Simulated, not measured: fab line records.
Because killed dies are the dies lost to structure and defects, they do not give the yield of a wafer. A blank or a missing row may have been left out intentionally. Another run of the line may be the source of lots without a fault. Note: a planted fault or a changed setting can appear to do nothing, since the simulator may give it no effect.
Matching of chambers || flow nand_harc || 4 sister chambers for NHARC_P_M2_DESCUM_14 on rie_diel-01
The step chemistry O2, time 3 s. 7 wafers are shown with their chamber, then 8 later ones without.

== WAFERS PAIRED WITH THEIR CHAMBERS ==
{"wafer": "L080.5", "chamber": 1, "oes_product_au (a.u.)": 1.018, "rf_vpp_V (V)": 57.1}
{"wafer": "L083.2", "chamber": 2, "oes_product_au (a.u.)": 0.992, "rf_vpp_V (V)": 58.6}
{"wafer": "L083.3", "chamber": 3, "oes_product_au (a.u.)": 0.988, "rf_vpp_V (V)": 58.1}
{"wafer": "L086.3", "chamber": 0, "oes_product_au (a.u.)": 1.014, "rf_vpp_V (V)": 58.3}
{"wafer": "L086.5", "chamber": 0, "oes_product_au (a.u.)": 1.006, "rf_vpp_V (V)": 57.2}
{"wafer": "L086.6", "chamber": 2, "oes_product_au (a.u.)": 0.989, "rf_vpp_V (V)": 59.6}
{"wafer": "L088.2", "chamber": 3, "oes_product_au (a.u.)": 0.998, "rf_vpp_V (V)": 58.1}

== WAFERS WITH NO CHAMBER GIVEN ==
{"wafer": "L088.3", "oes_product_au (a.u.)": 1.001, "rf_vpp_V (V)": 57.4}
{"wafer": "L088.4", "oes_product_au (a.u.)": 0.989, "rf_vpp_V (V)": 58.0}
{"wafer": "L090.4", "oes_product_au (a.u.)": 0.992, "rf_vpp_V (V)": 59.6}
{"wafer": "L090.5", "oes_product_au (a.u.)": 0.997, "rf_vpp_V (V)": 57.9}
{"wafer": "L090.6", "oes_product_au (a.u.)": 0.994, "rf_vpp_V (V)": 57.3}
{"wafer": "L092.1", "oes_product_au (a.u.)": 0.993, "rf_vpp_V (V)": 57.7}
{"wafer": "L092.4", "oes_product_au (a.u.)": 1.001, "rf_vpp_V (V)": 58.4}
{"wafer": "L092.5", "oes_product_au (a.u.)": 0.992, "rf_vpp_V (V)": 58.1}

== WHICH CHAMBER EACH ONE RAN IN ==
{"wafer": "L088.3", "from the rows above": "can't be placed: 0 or 3 or 1 or 2", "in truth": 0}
{"wafer": "L088.4", "from the rows above": "can't be placed: 3 or 2", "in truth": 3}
{"wafer": "L090.4", "from the rows above": "can't be placed: 2 or 3", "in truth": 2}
{"wafer": "L090.5", "from the rows above": "can't be placed: 3 or 2 or 0", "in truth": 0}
{"wafer": "L090.6", "from the rows above": "can't be placed: 3 or 2 or 0", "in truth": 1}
{"wafer": "L092.1", "from the rows above": "can't be placed: 3 or 2", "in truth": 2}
{"wafer": "L092.4", "from the rows above": "can't be placed: 3 or 0 or 2", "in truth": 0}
{"wafer": "L092.5", "from the rows above": "can't be placed: 3 or 2", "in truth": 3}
Placed correctly: 0 of 8. Unplaceable from these rows: 8, with the true chamber sitting among the candidates in 7. Placed wrongly: 0.
How it was worked out, from the rows above alone: a wafer's distance from a chamber is the root of the sum, over the readings, of the square of ((its reading less the chamber's mean) divided by the reading's scatter). The wafer belongs to the nearest chamber; if the next one is less than 2 further off, it can't be placed. Each chamber's mean is taken over the wafers shown for it. The scatter: the root of (the sum of the squares of (reading less its chamber's mean) over the shown wafers, divided by (wafers less chambers)).
